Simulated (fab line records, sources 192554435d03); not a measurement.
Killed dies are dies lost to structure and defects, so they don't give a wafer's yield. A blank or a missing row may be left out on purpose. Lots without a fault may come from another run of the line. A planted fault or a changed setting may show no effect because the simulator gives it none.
fab line records | flow n5_finfet | part 2 of 2: steps 5 to 6 of 6
record lots=23 wafers=69 last_day=17
route steps=1938 shown BEOL_M6@1232 BEOL_M7@1284
lots that met no fault: from a run of the same line without faults
start_h: hours from the record's first day to the start of the lot's first wafer shown | wait_h: hours since the lot's step before | " the same as in the row above | L1.1+2: a row that stands for several wafers | - no value, or no start given | * or withheld: withheld | < > ~ a bound
route shown NAME@n: a module of which the file shows steps, and the number in the route of the first | usual: mean/standard deviation of fault-free wafers | same: alike in all rows | chamber/n: place in a boat | sites: the reading at each site | _std_site: their standard deviation | _edge_site: outer sites' mean less inner sites' | radius_mm: how far each site lies from the wafer's centre | mask NAME#n: copy n | behind: the tool/chamber that last shaped the wafer | hold: why the lot was held/for how many hours/how that ended | device: the transistor (n, p or np) that didn't switch | end of line: the same wafers' tests at the end of the route | a step without rows: its recipe alone | killed: dies lost to structure and defects at the first sort, not the wafer's yield | map: a wafer's dies, x killed, . not, _ none there
set.NAME: the setting as run; set.NAME@STEP: as run at that earlier step | model.NAME: the simulator's own value behind a step, which no gauge read
steps of the route over a sample of lots; a table a step, a row a wafer
services: from which hour (start_h, from the record's first day; less than 0 if before it) a tool's chamber was out of use, for how many hours, and why
## steps
# step N5_BEOL_M7_CD_MEAS_18
# recipe pitch_nm=80 target_cd_nm=40
# usual cd_nm=39.9/0.48
# columns lot.wafer tool chamber start_h wait_h cd_nm
L075.2 cd_sem-02 - 201.51 0.1 39.4
L075.3 " - " " 38.1
L075.5 " - " " 38.8
L076.2 cd_sem-03 - 205.23 0.1 40.0
L076.4 " - " " 39.8
L076.6 " - " " 40.5
L077.2 cd_sem-03 - 206.29 0.1 39.3
L077.4 " - " " 40.1
L077.5 " - " " 39.4
L078.3 cd_sem-01 - 209.45 0.1 38.9
L078.4 " - " " 39.7
L078.5 " - " " 39.3
L079.1 cd_sem-01 - 217.83 0.0 40.2
L079.2 " - " " 40.0
L079.6 " - " " 39.8
L080.1 cd_sem-02 - 227.10 0.0 39.2
L080.2 " - " " 39.7
L080.5 " - " " 39.4
L082.1 cd_sem-02 - 227.23 0.0 40.2
L082.3 " - " " 39.9
L082.6 " - " " 40.0
L081.2 cd_sem-01 - 232.05 0.1 39.6
L081.3 " - " " 39.5
L081.4 " - " " 40.0
L083.2 cd_sem-03 - 234.70 0.1 39.1
L083.3 " - " " 39.6
L083.6 " - " " 39.8
L084.2 cd_sem-03 - 248.80 0.1 40.4
L084.3 " - " " 40.3
L084.6 " - " " 40.2
L085.1 cd_sem-02 - 249.87 0.0 39.3
L085.4 " - " " 39.3
L085.5 " - " " 39.6
L087.3 cd_sem-03 - 268.80 0.1 39.5
L087.4 " - " " 40.0
L087.6 " - " " 39.8
L089.1 cd_sem-02 - 273.37 0.0 39.7
L089.2 " - " " 39.3
L089.4 " - " " 40.0
L086.4 cd_sem-03 - 273.41 0.1 40.5
L086.5 " - " " 40.4
L086.6 " - " " 40.3
L088.1 cd_sem-02 - 278.74 0.0 40.0
L088.4 " - " " 40.2
L088.6 " - " " 39.7
L090.2 cd_sem-02 - 278.78 0.1 39.9
L090.3 " - " " 39.6
L090.5 " - " " 39.6
L091.1 cd_sem-03 - 292.28 0.0 40.4
L091.3 " - " " 40.5
L091.6 " - " " 40.7
L092.3 cd_sem-01 - 297.81 0.1 40.0
L092.5 " - " " 39.9
L092.6 " - " " 39.9
L094.1 cd_sem-03 - 302.18 0.0 39.9
L094.5 " - " " 40.5
L094.6 " - " " 39.3
L093.2 cd_sem-03 - 305.57 0.1 40.2
L093.4 " - " " 39.6
L093.6 " - " " 40.6
L095.2 cd_sem-02 - 310.23 0.1 40.7
L095.4 " - " " 39.5
L095.6 " - " " 39.7
L096.1 cd_sem-03 - 316.36 0.0 40.0
L096.2 " - " " 40.0
L096.6 " - " " 39.6
L097.2 cd_sem-01 - 334.23 0.1 39.7
L097.3 " - " " 40.0
L097.5 " - " " 39.6
# step N5_BEOL_M7_STRIP_80
# recipe chemistry=N2/H2 time_s=10 power_w=450 temp_c=40 pressure_mtorr=20 rf_frequency_hz=6e+07 bias_power_w=7 n2_flow_sccm=200 h2_flow_sccm=200
# usual drypump_motor_current_A=5.9/0.42 oes_product_au=0.82/0.082 rf_vpp_V=59.1/0.99 showerhead_plenum_p_Torr=2.56/0.092 throttle_valve_pct=23.7/0.31
# same time_s=10
# columns lot.wafer tool chamber start_h wait_h drypump_motor_current_A oes_product_au rf_hours_counter_h rf_vpp_V showerhead_plenum_p_Torr throttle_valve_pct
L075.2 rie_diel-03 2 - - 5.3 0.75 155 59.1 2.45 24.0
L075.3 " 1 " " 5.9 0.73 175 58.1 2.64 24.1
L075.5 " 2 " " 5.3 0.75 - 57.6 2.45 24.0
L076.2 rie_diel-06 3 - - 5.8 0.83 89 58.7 2.67 23.6
L076.4 " 0 " " 6.0 0.68 243 60.3 2.50 23.8
L076.6 " 2 " " 5.2 0.88 - 60.3 2.57 23.7
L077.2 rie_diel-02 3 - - 5.6 0.92 18 59.6 2.70 23.4
L077.4 " 1 " " 6.2 0.73 - 59.1 2.65 23.2
L077.5 " 2 " " 6.2 0.73 - 57.9 2.42 24.0
L078.3 rie_diel-03 3 - - 5.3 0.97 4 59.4 2.50 23.5
L078.4 " 0 " " 6.7 0.88 33 60.3 2.48 23.7
L078.5 " 2 " " 5.3 0.75 - 57.1 2.44 24.0
L079.1 rie_diel-03 0 - - 6.7 0.87 35 58.0 2.48 23.6
L079.2 " 2 " " 5.3 0.74 159 58.9 2.44 24.0
L079.6 " 2 " " 5.3 0.74 - 57.1 2.44 24.1
L080.1 rie_diel-06 1 - - 6.2 0.90 32 61.0 2.58 23.3
L080.2 " 2 " " 5.2 0.87 52 60.3 2.57 23.7
L080.5 " 0 " " 6.0 0.67 - 57.4 2.49 23.8
L082.1 rie_diel-03 0 - - 6.6 0.86 38 58.0 2.48 23.6
L082.3 " 2 " " 5.3 0.74 162 59.0 2.44 24.0
L082.6 " 0 " " 6.6 0.87 - 59.1 2.48 23.7
L081.2 rie_diel-03 1 - - 5.9 0.73 185 57.6 2.64 24.1
L081.3 " 2 " " 5.3 0.74 165 57.5 2.44 24.1
L081.4 " 3 " " 5.4 0.93 12 60.8 2.49 23.6
L083.2 rie_diel-06 2 - - 5.2 0.86 57 59.8 2.57 23.7
L083.3 " 3 " " 5.8 0.81 - 58.9 2.67 23.6
L083.6 " 2 " " 5.2 0.86 - 59.4 2.57 23.7
L085.1 rie_diel-06 2 - - 5.2 0.85 62 61.5 2.57 23.7
L085.4 " 1 " " 6.1 0.88 36 58.8 2.58 23.3
L085.5 " 2 " " 5.3 0.85 - 58.1 2.57 23.7
L084.2 rie_diel-03 3 - - 5.3 0.92 16 59.9 2.49 23.5
L084.3 " 0 " " 6.7 0.85 46 60.2 2.48 23.7
L084.6 " 1 " " 5.9 0.72 - 59.5 2.64 24.2
L087.3 rie_diel-02 1 - - 6.2 0.73 182 59.6 2.64 23.2
L087.4 " 3 " " 5.6 0.88 39 60.5 2.69 23.4
L087.6 " 2 " " 6.2 0.72 - 58.9 2.41 24.1
L086.4 rie_diel-06 1 - - 6.1 0.87 43 58.5 2.57 23.3
L086.5 " 3 " " 5.9 0.81 - 59.7 2.66 23.7
L086.6 " 0 " " 6.0 0.96 - 60.0 2.49 23.5
L089.1 rie_diel-02 2 - - 6.2 0.72 218 59.1 2.41 24.1
L089.2 " 1 " " 6.2 0.72 184 60.3 2.64 23.2
L089.4 " 0 " " 6.1 0.80 102 58.4 2.67 23.3
L090.2 rie_diel-06 2 - - 5.2 0.84 70 58.9 2.56 23.7
L090.3 " 0 " " 6.0 0.95 8 57.8 2.49 23.5
L090.5 " 0 " " 6.0 0.95 - 58.6 2.49 23.5
L088.1 rie_diel-02 0 - - 6.0 0.80 103 59.6 2.67 23.3
L088.4 " 2 " " 6.2 0.72 219 58.7 2.41 24.1
L088.6 " 3 " " 5.6 0.89 - 57.7 2.69 23.4
L091.1 rie_diel-06 2 - - 5.2 0.84 75 59.5 2.56 23.7
L091.3 " 0 " " 6.0 0.94 13 60.5 2.49 23.5
L091.6 " 1 " " 6.1 0.87 - 58.5 2.57 23.3
L092.3 rie_diel-06 1 - - 6.1 0.86 51 60.5 2.57 23.3
L092.5 " 3 " " 5.9 0.79 - 57.9 2.66 23.7
L092.6 " 2 " " 5.3 0.83 - 60.3 2.56 23.7
L094.1 rie_diel-03 0 - - 6.7 0.84 61 57.8 2.47 23.7
L094.5 " 2 " " 5.3 0.72 - 59.1 2.43 24.1
L094.6 " 3 " " 5.4 0.88 - 60.1 2.48 23.6
L093.2 rie_diel-03 3 - - 5.4 0.89 31 58.8 2.48 23.6
L093.4 " 1 " " 6.0 0.71 205 58.9 2.63 24.2
L093.6 " 0 " " 6.7 0.84 - 58.4 2.47 23.7
L095.2 rie_diel-03 2 - - 5.3 0.72 185 58.8 2.43 24.1
L095.4 " 0 " " 6.7 0.83 63 59.9 2.47 23.7
L095.6 " 2 " " 5.3 0.71 - 59.0 2.43 24.1
L096.1 rie_diel-02 2 - - 6.2 0.71 230 60.3 2.40 24.1
L096.2 " 1 " " 6.3 0.71 196 57.5 2.63 23.2
L096.6 " 1 " " 6.3 0.71 - 60.7 2.63 23.2
L097.2 rie_diel-06 1 - - 6.1 0.84 65 59.5 2.56 23.3
L097.3 " 0 " " 6.0 0.91 29 57.6 2.48 23.5
L097.5 " 3 " " 5.9 0.78 - 58.1 2.65 23.7
## services
# columns tool chamber start_h hours kind
rie_diel-06 - 179.18 14.6 pm
rie_diel-01 - 182.64 29.3 repair
rie_diel-02 0 201.01 9.1 repair
rie_diel-04 2 210.03 5.3 repair
rie_diel-04 1 217.31 5.0 repair
rie_diel-01 3 221.31 4.5 repair
rie_diel-02 2 223.76 6.1 repair
rie_diel-01 2 240.16 6.1 repair
rie_diel-06 2 241.17 1.2 repair
rie_metal-02 0 253.58 26.6 repair
rie_metal-03 - 253.80 1.7 repair
rie_diel-06 3 259.63 4.8 repair
rie_diel-04 1 265.61 2.8 repair
rie_diel-04 1 270.86 4.3 repair
rie_diel-04 3 283.85 4.2 repair
rie_diel-01 1 284.52 2.1 repair
rie_diel-04 2 298.45 3.9 repair
rie_diel-06 - 298.79 0.8 repair
rie_metal-02 0 298.84 63.1 repair
rie_diel-01 3 303.05 3.8 repair
rie_diel-03 - 323.93 14.6 pm
rie_diel-06 2 325.16 13.6 repair
rie_metal-02 1 331.14 4.0 repair
pvd_sputter-03 - 335.59 1.7 repair
